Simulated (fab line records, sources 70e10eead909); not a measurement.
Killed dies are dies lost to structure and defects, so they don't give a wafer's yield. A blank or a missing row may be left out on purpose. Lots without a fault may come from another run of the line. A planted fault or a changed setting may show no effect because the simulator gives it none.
A struck lot beside a sound one | flow nand_harc | 40 steps out of a route of 1302
Sound: wafers L893.1, L893.3, L893.5. Struck: wafer L905.5. (L905.3, L905.4 of the same lot were not struck and are left out.) The cause comes at the end.
At each step with rows: each side's tool, then ch and its chambers, then its first start. Under that, the readings that differ: sound wafers | struck wafers | difference of the means | sigmas: that difference in standard deviations of wafers without a fault.
alike: readings whose means differ by less than 2 such deviations, and words and numbers that are the same on both sides. not compared: withheld readings, readings that some wafer has no value for, bounds like >300 that may hide the same value, and numbers for which the record gives no deviation and whose values overlap.
The two part at a step that has a row with sigmas, a row that says differs or no value, or rows on one side only. Numbers that don't overlap but have no deviation are shown without sigmas and don't part them. A reading that every wafer of one side lacks parts them only if that side has two wafers or more.

NHARC_A_SGD_CUT_STRIP_17: strips in O2.
  sound on rie_diel-02 ch 0,1; struck on rie_diel-02 ch 1
  alike: chamber_pressure_mTorr, drypump_motor_current_A, oes_product_au, rf_vpp_V, showerhead_plenum_p_Torr, throttle_valve_pct
  not compared: rf_hours_counter_h
then, 4 steps without rows for these wafers: NHARC_A_SGD_CUT_PRECLEAN_18 (cleans in SC1); NHARC_A_SGD_CUT_SRD_19; NHARC_A_SGD_CUT_DEP_20 (deposits SiO2, target thk 150 nm); NHARC_A_SGD_CUT_ANNEAL_27 (time 1800 s).
NHARC_A_SGD_CUT_CMP_21: polishes, target thk 148.19 nm.
  sound on cmp-03 ch 1,2,3, day 21 01:04; struck on cmp-02 ch 3, day 26 12:21
  alike: edge_zone_pressure_frac, motor_current_A, time_to_endpoint_s
NHARC_A_SGD_CUT_THK_MEAS_22: measures by ellipsometry.
  sound on film_metro-02, day 21 01:17; struck on film_metro-02, day 26 12:37
  alike: thk_nm
then, 2 steps without rows for these wafers: NHARC_A_SGD_CUT_SRD_23; NHARC_A_SGD_CUT_ETCH_26 (etches SiO2 in dHF, target depth 45.8 nm).
NHARC_A_SGD_CUT_ETCHBACK_24: etches the open film in CH3F/O2, target depth 50 nm, time 92.857 s.
  sound on rie_diel-12 ch 2,3, day 21 01:30; struck on rie_diel-13 ch 1, day 26 12:50
  alike: chamber_pressure_mTorr, drypump_motor_current_A, oes_product_au, rf_vpp_V, showerhead_plenum_p_Torr, throttle_valve_pct
  not compared: rf_hours_counter_h
then, 1 step without rows for these wafers: NHARC_A_SGD_CUT_STRIP_28 (strips in O2, time 20 s).
NHARC_A_SGD_CUT_INSPECT_25:
  sound on defect_inspect-02, day 21 01:44; struck on defect_inspect-02, day 26 13:05
  alike: raw_defect_count
NHARC_A_SLIT_DEP_25: deposits SiO2, target thk 200 nm.
  sound on pecvd-03 ch 0,2, day 21 01:49; struck on pecvd-03 ch 0, day 26 13:09
  alike: heater_power_outer_w, heater_power_w, mfc_precursor_sccm, throttle_valve_pct
  not compared: since_wet_clean_h
NHARC_A_SLIT_DEP_00: deposits aC, target thk 6200 nm.
  sound on acl_dep-01 ch 0, day 21 02:45; struck on acl_dep-01 ch 0, day 26 17:14
  alike: throttle_valve_pct
then, 9 steps without rows for these wafers: NHARC_A_SLIT_DEP_23 (deposits SiON, target thk 100 nm); NHARC_A_SLIT_DEHYDRATE_01 (time 120 s); NHARC_A_SLIT_HMDS_02 (time 30 s); NHARC_A_SLIT_COAT_03 (resist thk 90 nm); NHARC_A_SLIT_SOFTBAKE_04 (time 55 s); NHARC_A_SLIT_EBR_05; NHARC_A_SLIT_EXPOSE_06 (exposes mask SLIT); NHARC_A_SLIT_PEB_07 (peb time 65 s); NHARC_A_SLIT_DEVELOP_08 (develop time 35 s).
NHARC_A_SLIT_CD_MEAS_09: target cd 300 nm.
  sound on cd_sem-01 ch 0, day 21 07:05; struck on cd_sem-03 ch 0, day 26 20:28
  alike: cd_nm
NHARC_A_SLIT_OVL_MEAS_10:
  sound on overlay-01, day 21 07:10; struck on overlay-01, day 26 20:33
  alike: overlay_x_nm, overlay_y_nm
then, 3 steps without rows for these wafers: NHARC_A_SLIT_DESCUM_14 (chemistry O2, time 3 s); NHARC_A_SLIT_ETCH_24 (etches the open film in CF4/CHF3, target depth 121 nm, time 60.5 s); NHARC_A_SLIT_ETCH_15 (etches the open film in O2/COS, target depth 6200 nm, time 1612 s).
NHARC_A_SLIT_ETCH_17: etches the open film in C4F8/O2/Ar, time 4254.5 s, target depth 20300 nm.
  sound on har_etch-02 ch 0,1, day 21 08:32; struck on har_etch-01 ch 1, day 27 01:14
  alike: chamber_pressure_mTorr, drypump_motor_current_A, showerhead_plenum_p_Torr, throttle_valve_pct
  not compared: rf_hours_counter_h
then, 6 steps without rows for these wafers: NHARC_A_SLIT_ETCH_26 (etches the open film in C4F8/O2/Ar, time 90 s, target depth 400 nm); NHARC_A_SLIT_STRIP_28 (strips in O2/COS); NHARC_A_SLIT_ETCH_29 (etches the open film in CF4/O2, target depth 100 nm, overetch 10 nm, time 55 s); NHARC_A_SLIT_STRIP_18 (strips in O2); NHARC_A_SLIT_PRECLEAN_19 (cleans in SC1); NHARC_A_SLIT_SRD_20.
NHARC_A_SLIT_CD_MEAS_21:
  sound on cd_sem-02, day 21 13:38; struck on cd_sem-01, day 27 03:16
  alike: cd_nm
then, 3 steps without rows for these wafers: NHARC_A_SIN_REMOVE_WET_00 (chemistry H3PO4, time 15300 s); NHARC_A_SIN_REMOVE_PRECLEAN_01 (cleans in SC1); NHARC_A_SIN_REMOVE_SRD_02.
-- the record jumps here: 5 days lie between the struck wafers' starts before and after (it left off in module A_SIN_REMOVE and takes up again in module END, whose first step shown is number 1302 of the route) --
NHARC_END_SORT_01:
  the record has rows for the struck wafers here (prober-02 ch 0, day 31 18:45) and none for the sound ones

WHERE THEY PART
Only at NHARC_END_SORT_01, within this record.

WHY: what the simulator had put in
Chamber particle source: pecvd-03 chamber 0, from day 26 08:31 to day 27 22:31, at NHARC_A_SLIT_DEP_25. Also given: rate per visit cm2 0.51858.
